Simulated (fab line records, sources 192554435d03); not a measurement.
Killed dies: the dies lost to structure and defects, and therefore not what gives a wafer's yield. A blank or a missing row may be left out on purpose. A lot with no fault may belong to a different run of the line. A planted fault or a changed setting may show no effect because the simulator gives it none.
fab line records	flow n5Finfet
record lots=11	wafers=33	lastDay=18
route steps=1938 shown BEOL_M10@1513 BEOL_M11@1543 PASSIVATION@1936
lots with no fault: from the same line, run without faults
startH: hours from the record's opening day to when the first of the lot's shown wafers began	waitH: time in hours since the lot's previous step	" the same as in the row above	L1.1+2: a row that stands for several wafers	- no value present, or no start provided	* or withheld: withheld	< > ~ a bound
route shown NAME@n: names a module that has steps shown in the file, with the first one's number in the route	usual: the fault-free wafers' mean and standard deviation	same: alike in all rows	chamber/n: place in a boat	sites: the reading at each site	_std_site: the standard deviation of these	_edge_site: the outer-site mean with the inner-site mean subtracted	radiusMm: for every site, how far away it sits from the centre of the wafer	mask NAME#n: copy n	behind: the last tool/chamber to shape the wafer	hold: why the lot went on hold/how many hours it stayed there/how the hold came to an end	device: which transistor (n, p or np) failed to switch	end of line: tests run on the same wafers once the route is complete	a step with no rows: only its recipe	killed: not the wafer's yield, but the dies lost to structure and defects at the first sort	map: the dies of a wafer, with x for killed, . for not killed, _ for no die there
set.NAME: the setting that was run; set.NAME@STEP: the one run at that earlier step	model.NAME: the simulator's own value behind a step, which no gauge read
one table for each step of the route and one row for each wafer, over a sample of lots
services: the hour from which a tool's chamber was out of use, counted from the record's first day as startH (under 0 if before that day), plus the number of hours and why
## steps
# step N5_BEOL_M10_ETCH_41
# recipe chemistry=CH3F/O2	target=SiCN	targetDepthA=426	taperDeg=2	timeS=86	ionEnergyEv=120	maskMaterial=TiN	pressureMtorr=30	sourceW=395	biasW=75	Ar_flow_sccm=150	CH3F_flow_sccm=30	O2_flow_sccm=20
# usual drypumpMotorCurrentA=5.8/0.41	oesProductAu=0.79/0.074	rfVppV=297.6/1.5	showerheadPlenumPTorr=2.02/0.064	throttleValvePct=16.37/0.3
lot.wafer	tool	chamber	startH	waitH	drypumpMotorCurrentA	oesProductAu	rfHoursCounterH	rfVppV	showerheadPlenumPTorr	throttleValvePct
L794.1	rieDiel-06	2	-	-	6.8	0.73	194	297.0	1.99	16.83
L794.4	"	0	"	"	5.7	0.75	152	298.1	2.00	16.42
L794.5	"	3	"	"	5.4	0.82	-	297.1	2.02	16.16
L798.1	rieDiel-01	2	-	-	5.8	0.71	214	298.6	2.06	16.56
L798.4	"	1	"	"	5.5	0.79	134	297.2	2.01	16.01
L798.5	"	3	"	"	6.1	0.87	-	296.6	1.95	15.87
L797.1	rieDiel-06	0	-	-	5.7	0.74	166	297.7	2.00	16.45
L797.5	"	2	"	"	6.8	0.71	-	297.3	1.99	16.86
L797.6	"	1	"	"	5.7	0.79	-	295.1	1.93	16.60
L807.3	rieDiel-03	2	-	-	5.7	0.75	152	297.0	2.08	16.54
L807.5	"	1	"	"	5.8	0.83	-	299.4	2.11	16.10
L807.6	"	0	"	"	6.0	0.97	-	298.9	2.05	16.27
L806.1	rieDiel-03	1	-	-	5.8	0.82	84	298.0	2.11	16.10
L806.3	"	2	"	"	5.7	0.75	157	298.6	2.08	16.53
L806.4	"	3	"	"	5.1	0.95	8	300.4	2.14	16.17
L811.1	rieDiel-01	1	-	-	5.5	0.76	167	297.3	2.00	16.09
L811.4	"	0	"	"	5.4	0.80	93	295.7	1.94	16.65
L811.5	"	1	"	"	5.5	0.76	-	296.7	2.00	16.08
L812.1	rieDiel-06	1	-	-	5.8	0.77	138	295.4	1.92	16.64
L812.4	"	0	"	"	5.8	0.71	199	297.9	1.99	16.52
L812.5	"	0	"	"	5.7	0.71	-	297.2	1.99	16.50
L813.1	rieDiel-01	3	-	-	6.1	0.81	66	295.4	1.94	15.94
L813.4	"	1	"	"	5.5	0.76	169	298.3	2.00	16.07
L813.6	"	3	"	"	6.1	0.82	-	296.1	1.94	15.93
L816.1	rieDiel-03	0	-	-	6.0	0.92	29	298.3	2.04	16.31
L816.3	"	3	"	"	5.1	0.92	22	298.8	2.13	16.16
L816.5	"	2	"	"	5.6	0.74	-	298.4	2.08	16.57
L814.1	rieDiel-01	0	-	-	5.5	0.79	98	296.6	1.94	16.68
L814.5	"	0	"	"	5.5	0.80	-	295.9	1.94	16.69
L814.6	"	3	"	"	6.1	0.81	-	295.9	1.94	15.95
L817.2	rieDiel-03	3	-	-	5.1	0.91	31	300.0	2.13	16.18
L817.4	"	0	"	"	6.0	0.90	37	299.4	2.04	16.31
L817.6	"	3	"	"	5.1	0.90	-	299.6	2.13	16.19
# step N5_BEOL_M10_PRE_CLEAN_45
# recipe gas=H2/He	timeS=30	tempC=250
# usual heaterPowerW=313/26
lot.wafer	tool	chamber	startH	waitH	heaterPowerW
L794.1	pvdSputter-03	-	226.45	0.0	326
L794.4	"	-	"	"	314
L794.5	"	-	"	"	343
L798.1	pvdSputter-01	-	256.85	0.0	304
L798.4	"	-	"	"	255
L798.5	"	-	"	"	283
L797.1	pvdSputter-01	-	268.75	0.0	290
L797.5	"	-	"	"	292
L797.6	"	-	"	"	299
L807.3	pvdSputter-03	-	308.66	0.0	319
L807.5	"	-	"	"	294
L807.6	"	-	"	"	318
L806.1	pvdSputter-03	-	324.78	0.0	317
L806.3	"	-	"	"	299
L806.4	"	-	"	"	336
L811.1	pvdSputter-03	-	349.96	0.0	288
L811.4	"	-	"	"	340
L811.5	"	-	"	"	322
L812.1	pvdSputter-01	-	351.22	0.0	310
L812.4	"	-	"	"	302
L812.5	"	-	"	"	287
L813.1	pvdSputter-03	-	355.46	0.0	339
L813.4	"	-	"	"	329
L813.6	"	-	"	"	318
L816.1	pvdSputter-01	-	358.84	0.0	287
L816.3	"	-	"	"	260
L816.5	"	-	"	"	251
L814.1	pvdSputter-03	-	363.63	0.0	347
L814.5	"	-	"	"	289
L814.6	"	-	"	"	319
L817.2	pvdSputter-03	-	384.10	0.0	330
L817.4	"	-	"	"	342
L817.6	"	-	"	"	286
# step N5_BEOL_M11_COAT_05
# recipe resist=CAR-ArF	spinRpm=1500	resistThkNm=90
# usual spinSpeedRpm=1500.0/1
lot.wafer	tool	chamber	startH	waitH	spinSpeedRpm
L794.1	lithoTrack-05	0	230.73	-	1500.7
L794.4	"	0	"	"	1500.5
L794.5	"	0	"	"	1500.2
L798.1	lithoTrack-05	0	260.02	-	1499.9
L798.4	"	0	"	"	1499.1
L798.5	"	0	"	"	1501.3
L797.1	lithoTrack-04	0	272.57	-	1499.2
L797.5	"	0	"	"	1498.9
L797.6	"	0	"	"	1499.2
L807.3	lithoTrack-03	0	314.39	-	1470.8
L807.5	"	0	"	"	1470.9
L807.6	"	0	"	"	1469.5
L806.1	lithoTrack-03	0	328.25	-	1471.4
L806.3	"	0	"	"	1470.4
L806.4	"	0	"	"	1472.9
L811.1	lithoTrack-04	0	354.88	-	1499.3
L811.4	"	0	"	"	1499.6
L811.5	"	0	"	"	1499.1
L812.1	lithoTrack-05	0	355.63	-	1498.9
L812.4	"	0	"	"	1500.3
L812.5	"	0	"	"	1500.4
L813.1	lithoTrack-04	0	358.84	-	1499.7
L813.4	"	0	"	"	1499.3
L813.6	"	0	"	"	1500.5
L816.1	lithoTrack-04	0	362.77	-	1499.2
L816.3	"	0	"	"	1499.6
L816.5	"	0	"	"	1498.7
L814.1	lithoTrack-05	0	368.87	-	1500.2
L814.5	"	0	"	"	1500.2
L814.6	"	0	"	"	1500.1
L817.2	lithoTrack-04	0	389.82	-	1498.0
L817.4	"	0	"	"	1498.1
L817.6	"	0	"	"	1498.8
# step N5_BEOL_M11_DESCUM_16
# recipe chemistry=O2	timeS=7.9	sourcePowerW=50	biasPowerW=20	pressureMtorr=20	rfFrequencyHz=2.712e+07	tempC=40	resist=CAR-ArF	o2FlowSccm=225
# usual drypumpMotorCurrentA=5.8/0.53	oesProductAu=0.79/0.1	rfVppV=243.1/1.4	showerheadPlenumPTorr=2.09/0.071	throttleValvePct=20.49/0.27
lot.wafer	tool	chamber	startH	waitH	drypumpMotorCurrentA	oesProductAu	rfHoursCounterH	rfVppV	showerheadPlenumPTorr	throttleValvePct
L794.1	rieDiel-04	1	231.18	0.0	6.6	0.75	176	241.6	2.00	20.62
L794.4	"	2	"	"	5.5	0.74	185	245.4	2.17	20.56
L794.5	"	1	"	"	6.6	0.76	-	241.4	2.00	20.62
L798.1	rieDiel-04	2	260.47	0.0	5.5	0.73	193	243.5	2.17	20.56
L798.4	"	3	"	"	5.6	0.95	10	245.1	2.23	20.45
L798.5	"	1	"	"	6.6	0.74	-	241.0	2.00	20.64
L797.1	rieDiel-02	3	273.11	0.2	4.8	0.72	214	243.8	2.08	20.70
L797.5	"	3	"	"	4.8	0.71	-	243.5	2.08	20.72
L797.6	"	0	"	"	6.0	0.69	-	241.9	2.06	20.86
L807.3	rieDiel-05	1	314.75	0.0	6.7	0.67	-	243.6	2.05	20.71
L807.5	"	1	"	"	6.7	0.67	-	241.0	2.05	20.72
L807.6	"	2	"	"	5.5	0.89	-	241.6	2.04	20.04
L806.1	rieDiel-02	3	328.74	0.1	4.8	0.70	232	243.3	2.07	20.75
L806.3	"	1	"	"	5.9	0.87	55	245.0	2.21	20.06
L806.4	"	0	"	"	6.0	0.98	2	241.8	2.05	20.49
L811.1	rieDiel-04	3	355.38	0.2	5.7	0.90	40	246.0	2.22	20.49
L811.4	"	1	"	"	6.6	0.73	216	242.5	1.99	20.68
L811.5	"	3	"	"	5.7	0.90	-	245.4	2.22	20.50
L812.1	rieDiel-04	2	356.36	0.3	5.5	0.72	223	245.1	2.16	20.59
L812.4	"	0	"	"	6.1	0.68	235	242.9	2.07	20.66
L812.5	"	2	"	"	5.5	0.72	-	244.8	2.16	20.58
L813.1	rieDiel-05	2	359.37	0.1	5.5	0.85	48	242.1	2.03	20.08
L813.4	"	2	"	"	5.5	0.86	-	242.8	2.03	20.07
L813.6	"	0	"	"	5.4	0.96	-	243.8	2.05	20.25
L816.1	rieDiel-02	2	363.22	0.0	5.6	0.72	193	241.9	2.09	20.35
L816.3	"	0	"	"	6.0	0.94	13	242.5	2.05	20.52
L816.5	"	0	"	"	6.0	0.94	-	243.0	2.05	20.52
L814.1	rieDiel-04	3	369.33	0.0	5.7	0.88	44	246.5	2.22	20.49
L814.5	"	2	"	"	5.5	0.71	-	243.9	2.16	20.59
L814.6	"	1	"	"	6.6	0.71	-	242.8	1.99	20.67
L817.2	rieDiel-05	0	390.15	0.0	5.4	0.93	20	242.6	2.05	20.25
L817.4	"	1	"	"	6.7	0.94	9	241.9	2.05	20.30
L817.6	"	1	"	"	6.7	0.94	-	242.7	2.05	20.29
# step N5_PASSIVATION_PROBE_49
# usual defectLimitedYield=91.1/1.4	killed_at_M0_to_M3=33/10	killed_at_M4_up=15/5.8	killedAtContacts=13/5.9	killedAtFrontEnd=39/11	killedAtOther=4/3.6	killedDies=105/16	killedOpen=68/11	killedShort=34/7.8	sort_bin_5_function=5.2/0.88	sort_bin_6_memory=3.3/0.61	sortNPass=1075/16	sortYieldPct=91.1/1.4
# same grossDies=1180	killedAtBackSide=0	sort_bin_4_leakage[%]=0	sort_bin_8_speed[%]=0
lot.wafer	tool	chamber	startH	waitH	defectLimitedYield[%]	killed_at_M0_to_M3	killed_at_M4_up	killedAtContacts	killedAtFrontEnd	killedAtOther	killedDies	killedOpen	killedShort	sort_bin_5_function[%]	sort_bin_6_memory[%]	sortNPass	sortYieldPct[%]
L794.1	prober-01	-	275.06	0.0	90.7	32	18	13	45	2	110	64	41	5.7	3.3	1070	90.7
L794.4	prober-01	-	275.21	0.2	91.2	23	22	16	39	4	104	65	36	5.3	3.3	1076	91.2
L794.5	prober-01	-	275.26	0.2	90.5	26	23	22	40	1	112	75	30	6.1	3.3	1068	90.5
L812.1	prober-02	-	402.30	0.0	93.6	23	9	18	26	0	76	58	18	3.8	2.5	1104	93.6
L812.4	prober-02	-	402.45	0.2	92.6	21	18	12	34	2	87	52	32	3.9	3.2	1093	92.6
L812.5	prober-02	-	402.50	0.2	91.9	20	18	24	34	0	96	58	36	5.1	2.5	1084	91.9
# killed by level:class
L794.1 FIN_SAQP:geometricParticle:short=16 STI_FIN_REVEAL:geometricParticle:open=9 MOL_CONTACT_COAG:geometricParticle:open=9 BEOL_M2:geometricParticle:open=9 FIN_SAQP:geometricParticle:open=8 BEOL_M1:geometricParticle:open=6 BEOL_M3:geometricParticle:open=6 BEOL_M4:geometricParticle:open=6
L794.4 FIN_SAQP:geometricParticle:open=20 MOL_CONTACT_COAG:geometricParticle:open=13 FIN_SAQP:geometricParticle:short=10 BEOL_M4:geometricParticle:open=10 BEOL_M4:geometricParticle:short=6 BEOL_M0_SAQP:geometricParticle:open=4 BEOL_M0_SAQP:geometricParticle:short=4 BEOL_M2:geometricParticle:open=4
L794.5 MOL_CONTACT_COAG:geometricParticle:open=18 FIN_SAQP:geometricParticle:open=16 BEOL_M4:geometricParticle:open=9 FIN_SAQP:geometricParticle:short=7 STI_FIN_REVEAL:geometricParticle:open=5 BEOL_M5:geometricParticle:open=5 BEOL_M0_SAQP:geometricParticle:short=5 BEOL_M2:geometricParticle:open=5
L812.1 MOL_CONTACT_COAG:geometricParticle:open=16 STI_FIN_REVEAL:geometricParticle:open=10 BEOL_M4:geometricParticle:open=5 BEOL_M0_SAQP:geometricParticle:open=5 BEOL_M2:geometricParticle:open=5 DUMMY_GATE:geometricParticle:open=4 GATE_CUT:geometricParticle:short=4 BEOL_M0_SAQP:geometricParticle:short=3
L812.4 FIN_SAQP:geometricParticle:short=11 STI_FIN_REVEAL:geometricParticle:open=9 FIN_SAQP:geometricParticle:open=7 MOL_CONTACT_COAG:geometricParticle:open=7 BEOL_M4:geometricParticle:open=6 BEOL_M1:geometricParticle:open=5 MOL_CONTACT_COAG:geometricParticle:short=5 BEOL_M0_SAQP:geometricParticle:open=5
L812.5 MOL_CONTACT_COAG:geometricParticle:open=19 STI_FIN_REVEAL:geometricParticle:open=10 BEOL_M4:geometricParticle:short=9 FIN_SAQP:geometricParticle:short=8 GATE_CUT:geometricParticle:short=5 MOL_CONTACT_COAG:geometricParticle:short=5 BEOL_M0_SAQP:geometricParticle:open=5 BEOL_M0_SAQP:geometricParticle:short=4
## services
tool	chamber	startH	hours	kind
rieDiel-02	0	202.66	7.8	repair
rieDiel-02	2	206.69	6.6	repair
rieDiel-04	3	210.24	-	clean
rieDiel-04	3	210.24	-	consumableReplace:focusRing
rieDiel-04	3	210.24	-	consumableReplace:showerhead
rieDiel-04	3	210.24	16.8	scheduledDown
rieDiel-04	3	210.24	16.8	ventCycle
rieDiel-01	1	247.05	2.6	repair
rieDiel-03	3	247.54	9.3	repair
rieDiel-03	0	259.40	-	clean
rieDiel-03	0	259.40	-	consumableReplace:focusRing
rieDiel-03	0	259.40	20.5	scheduledDown
rieDiel-03	0	259.40	20.5	ventCycle
rieDiel-03	-	267.25	1.6	repair
rieDiel-02	3	267.45	4.0	repair
rieDiel-02	-	275.75	2.8	pm
rieDiel-03	3	279.88	-	clean
rieDiel-03	3	279.88	-	consumableReplace:focusRing
rieDiel-03	3	279.88	-	consumableReplace:showerhead
rieDiel-03	3	279.88	20.9	scheduledDown
rieDiel-03	3	279.88	20.9	ventCycle
rieDiel-03	2	330.71	4.4	repair
rieDiel-06	-	370.27	2.8	pm
rieDiel-06	1	389.46	5.7	repair
## key
firstSign step=N5_BEOL_M11_COAT_05	reading=spinSpeedRpm	direction=down	sigmas=28	usual=*	struck=*
effect none on later readings
metAt N5_BEOL_M11_COAT_05
struckLots L806,L807
notActingAt N5_BEOL_M10_ETCH_41,N5_BEOL_M10_PRE_CLEAN_45,N5_BEOL_M11_DESCUM_16
fault kind=processParameterDrift	tool=lithoTrack-03	chamber=-	onsetH=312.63	steps=N5_BEOL_M11_COAT_05	channel=spinRpm	offset=*	shape=step	endH=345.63	actsIn=*	stated=*
